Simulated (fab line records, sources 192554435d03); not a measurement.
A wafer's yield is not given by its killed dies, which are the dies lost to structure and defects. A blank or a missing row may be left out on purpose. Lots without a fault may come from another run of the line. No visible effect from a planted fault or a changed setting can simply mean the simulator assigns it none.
Matching of chambers || flow n5-finfet || 3 sister chambers for N5_BEOL_M1_DEP_57 on pecvd-03
The step deposits SiCN from 3MS/NH3, target thk 8 nm, time 14 s. 16 wafers are shown with their chamber, then 8 later ones without.

== WAFERS PAIRED WITH THEIR CHAMBERS ==
{"wafer": "L080.3", "chamber": 0, "showerhead-plenum-p-Torr (Torr)": 3.676, "throttle-valve-pct (%)": 8.9}
{"wafer": "L080.4", "chamber": 0, "showerhead-plenum-p-Torr (Torr)": 3.671, "throttle-valve-pct (%)": 8.8}
{"wafer": "L080.5", "chamber": 1, "showerhead-plenum-p-Torr (Torr)": 3.680, "throttle-valve-pct (%)": 8.8}
{"wafer": "L082.1", "chamber": 0, "showerhead-plenum-p-Torr (Torr)": 3.668, "throttle-valve-pct (%)": 9.0}
{"wafer": "L082.2", "chamber": 1, "showerhead-plenum-p-Torr (Torr)": 3.674, "throttle-valve-pct (%)": 8.7}
{"wafer": "L082.5", "chamber": 0, "showerhead-plenum-p-Torr (Torr)": 3.676, "throttle-valve-pct (%)": 8.8}
{"wafer": "L084.2", "chamber": 2, "showerhead-plenum-p-Torr (Torr)": 3.687, "throttle-valve-pct (%)": 9.4}
{"wafer": "L084.4", "chamber": 0, "showerhead-plenum-p-Torr (Torr)": 3.682, "throttle-valve-pct (%)": 9.2}
{"wafer": "L084.6", "chamber": 2, "showerhead-plenum-p-Torr (Torr)": 3.685, "throttle-valve-pct (%)": 9.2}
{"wafer": "L090.3", "chamber": 0, "showerhead-plenum-p-Torr (Torr)": 3.663, "throttle-valve-pct (%)": 8.8}
{"wafer": "L090.4", "chamber": 1, "showerhead-plenum-p-Torr (Torr)": 3.674, "throttle-valve-pct (%)": 8.9}
{"wafer": "L090.6", "chamber": 0, "showerhead-plenum-p-Torr (Torr)": 3.675, "throttle-valve-pct (%)": 8.9}
{"wafer": "L093.1", "chamber": 0, "showerhead-plenum-p-Torr (Torr)": 3.668, "throttle-valve-pct (%)": 9.0}
{"wafer": "L093.5", "chamber": 1, "showerhead-plenum-p-Torr (Torr)": 3.670, "throttle-valve-pct (%)": 8.8}
{"wafer": "L093.6", "chamber": 2, "showerhead-plenum-p-Torr (Torr)": 3.691, "throttle-valve-pct (%)": 8.1}
{"wafer": "L091.2", "chamber": 2, "showerhead-plenum-p-Torr (Torr)": 3.669, "throttle-valve-pct (%)": 8.0}

SIGNATURES (averages over the wafers above)
{"reading": "showerhead-plenum-p-Torr", "chamber 0": 3.67238, "chamber 1": 3.67450, "chamber 2": 3.68300, "scatter within a chamber": 0.00671}
{"reading": "throttle-valve-pct", "chamber 0": 8.925, "chamber 1": 8.800, "chamber 2": 8.675, "scatter within a chamber": 0.366}
Rule: for each reading, subtract the chamber's mean from the wafer's reading, divide by that reading's scatter and square the result; add these up over the readings and take the root, which gives the wafer's distance from the chamber. If the next closest chamber is less than 2 further off than the closest, the wafer can't be placed; otherwise it belongs to the closest. How the scatter is found: for the shown wafers, subtract from each reading the mean of its chamber, square and add these, divide the total by (wafers less chambers), then take the root.

== WAFERS WITHOUT THEIR CHAMBER ==
{"wafer": "L091.4", "showerhead-plenum-p-Torr (Torr)": 3.677, "throttle-valve-pct (%)": 8.9}
{"wafer": "L091.6", "showerhead-plenum-p-Torr (Torr)": 3.682, "throttle-valve-pct (%)": 8.2}
{"wafer": "L095.2", "showerhead-plenum-p-Torr (Torr)": 3.686, "throttle-valve-pct (%)": 8.4}
{"wafer": "L095.3", "showerhead-plenum-p-Torr (Torr)": 3.662, "throttle-valve-pct (%)": 8.5}
{"wafer": "L095.4", "showerhead-plenum-p-Torr (Torr)": 3.679, "throttle-valve-pct (%)": 8.3}
{"wafer": "L092.4", "showerhead-plenum-p-Torr (Torr)": 3.675, "throttle-valve-pct (%)": 8.2}
{"wafer": "L092.5", "showerhead-plenum-p-Torr (Torr)": 3.663, "throttle-valve-pct (%)": 9.1}
{"wafer": "L092.6", "showerhead-plenum-p-Torr (Torr)": 3.665, "throttle-valve-pct (%)": 8.6}

== CHAMBER TAKEN BY EACH ==
{"wafer": "L091.4", "from the rows above": "can't be placed: 1 or 0 or 2", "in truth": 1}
{"wafer": "L091.6", "from the rows above": "can't be placed: 2 or 1 or 0", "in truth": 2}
{"wafer": "L095.2", "from the rows above": "can't be placed: 2 or 1 or 0", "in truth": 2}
{"wafer": "L095.3", "from the rows above": "can't be placed: 0 or 1 or 2", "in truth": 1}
{"wafer": "L095.4", "from the rows above": "can't be placed: 2 or 1 or 0", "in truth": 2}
{"wafer": "L092.4", "from the rows above": "can't be placed: 1 or 2 or 0", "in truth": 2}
{"wafer": "L092.5", "from the rows above": "can't be placed: 0 or 1 or 2", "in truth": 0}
{"wafer": "L092.6", "from the rows above": "can't be placed: 0 or 1 or 2", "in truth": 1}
Correct placement for 0 of the 8. These rows do not allow placing 8 (true chamber among the candidates in 8). Placed wrongly: 0.
